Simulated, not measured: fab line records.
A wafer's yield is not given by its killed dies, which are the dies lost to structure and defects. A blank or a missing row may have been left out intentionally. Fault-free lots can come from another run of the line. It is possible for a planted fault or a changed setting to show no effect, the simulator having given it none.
Tool commonality check -- flow n5Finfet -- Sample size 10 lots and 30 wafers

## WHY IT WAS OPENED
At N5_BEOL_M4_RC_MEAS_101 the reading ION_P is flagged on 2 of 10 lots. Wafers without a fault read 462 uA/um, standard deviation 8.3.
Rule: flag the lot when none of its wafers has a number, or when each of its wafers that has one lies beyond 4 standard deviations from that mean. The other lots count as sound.

lot,measured,on,"ION_P (uA/um), wafer by wafer",flag
L479,day 7 22:57,prober-02,466 450 457,
L481,day 8 16:59,prober-02,452 435 444,
L482,day 9 05:14,prober-02,453 462 459,
L484,day 9 11:07,prober-01,461 455 448,
L485,day 9 12:15,prober-02,460 466 467,
L487,day 9 13:34,prober-02,417 399 404,FLAGGED
L489,day 10 09:46,prober-01,456 457 459,
L491,day 11 13:04,prober-01,419 409 416,FLAGGED
L501,day 13 22:01,prober-01,462 474 464,
L502,day 14 01:53,prober-02,473 475 473,
The numbers of the flagged lots are 411 uA/um on average: -51 uA/um against the usual, or -6 standard deviations.

## EACH LOT AND THE TOOL IT RAN ON
Before the reading, the record contains 3 process steps out of a 1938-step route. Cell contents, in order: the tool; ch with the chambers the sampled wafers went through; the start.
lot,flag,N5_DUMMY_GATE_TRIM_49,N5_SPACER0_ALD_07,N5_SPACER0_ALD_08
L479,,"rieSi-02 ch 0,1,2, day 3 00:49","aldSin-02 ch 1,2,3, day 3 02:09","aldSin-02 ch 1,2,3, day 3 02:34"
L481,,"rieSi-04 ch 1,2,3, day 3 14:13","aldSin-04 ch 0,2,3, day 3 15:11","aldSin-04 ch 0,2,3, day 3 15:36"
L482,,"rieSi-04 ch 0,3, day 3 18:35","aldSin-03 ch 0,1,3, day 3 20:06","aldSin-03 ch 0,1,3, day 3 20:31"
L484,,"rieSi-04 ch 1,2,3, day 4 04:25","aldSin-02 ch 1,2,3, day 4 05:23","aldSin-02 ch 1,2,3, day 4 05:47"
L485,,"rieSi-02 ch 2,3, day 4 11:36","aldSin-03 ch 0,1,3, day 4 12:43","aldSin-03 ch 0,1,3, day 4 13:07"
L487,FLAGGED,"rieSi-02 ch 0,2,3, day 4 21:34","aldSin-03 ch 0,2, day 4 23:46","aldSin-03 ch 0,2, day 5 00:10"
L489,,"rieSi-02 ch 0,1,2, day 5 13:33","aldSin-04 ch 0,1,3, day 5 14:55","aldSin-04 ch 0,1,3, day 5 15:19"
L491,FLAGGED,"rieSi-04 ch 0,1,2, day 6 04:54","aldSin-04 ch 1,2,3, day 6 05:59","aldSin-04 ch 1,2,3, day 6 06:23"
L501,,"rieSi-02 ch 0,1,2, day 8 12:01","aldSin-02 ch 0,3, day 8 15:23","aldSin-02 ch 0,3, day 8 15:48"
L502,,"rieSi-01 ch 0,1,3, day 8 17:07","aldSin-02 ch 0,3, day 8 18:04","aldSin-02 ch 0,3, day 8 18:29"
What is done by these steps:
- N5_DUMMY_GATE_TRIM_49: chemistry O2, time 29 s, target cd 14 nm.
- N5_SPACER0_ALD_07: deposits SiNx, target thk 2 nm.
- N5_SPACER0_ALD_08: deposits SiNx, target thk 2 nm.
- N5_BEOL_M4_RC_MEAS_101

## FLAGGED OVER TOTAL, TOOL BY TOOL (the gauges that took the reading come last)
step,tool,lots run,flagged,share of the flagged lots,sound lots run after its first flagged lot
N5_DUMMY_GATE_TRIM_49,rieSi-01,1,0,none,-
N5_DUMMY_GATE_TRIM_49,rieSi-02,5,1,some,"2 (L489,L501)"
N5_DUMMY_GATE_TRIM_49,rieSi-04,4,1,some,0
N5_SPACER0_ALD_07,aldSin-02,4,0,none,-
N5_SPACER0_ALD_07,aldSin-03,3,1,some,0
N5_SPACER0_ALD_07,aldSin-04,3,1,some,0
N5_SPACER0_ALD_08,aldSin-02,4,0,none,-
N5_SPACER0_ALD_08,aldSin-03,3,1,some,0
N5_SPACER0_ALD_08,aldSin-04,3,1,some,0
N5_BEOL_M4_RC_MEAS_101,prober-01,4,1,some,1 (L501)
N5_BEOL_M4_RC_MEAS_101,prober-02,6,1,some,1 (L502)

## WHAT THE TABLE PERMITS
No row of the table ran every flagged lot.

## WHAT WAS PUT IN BY THE SIMULATOR
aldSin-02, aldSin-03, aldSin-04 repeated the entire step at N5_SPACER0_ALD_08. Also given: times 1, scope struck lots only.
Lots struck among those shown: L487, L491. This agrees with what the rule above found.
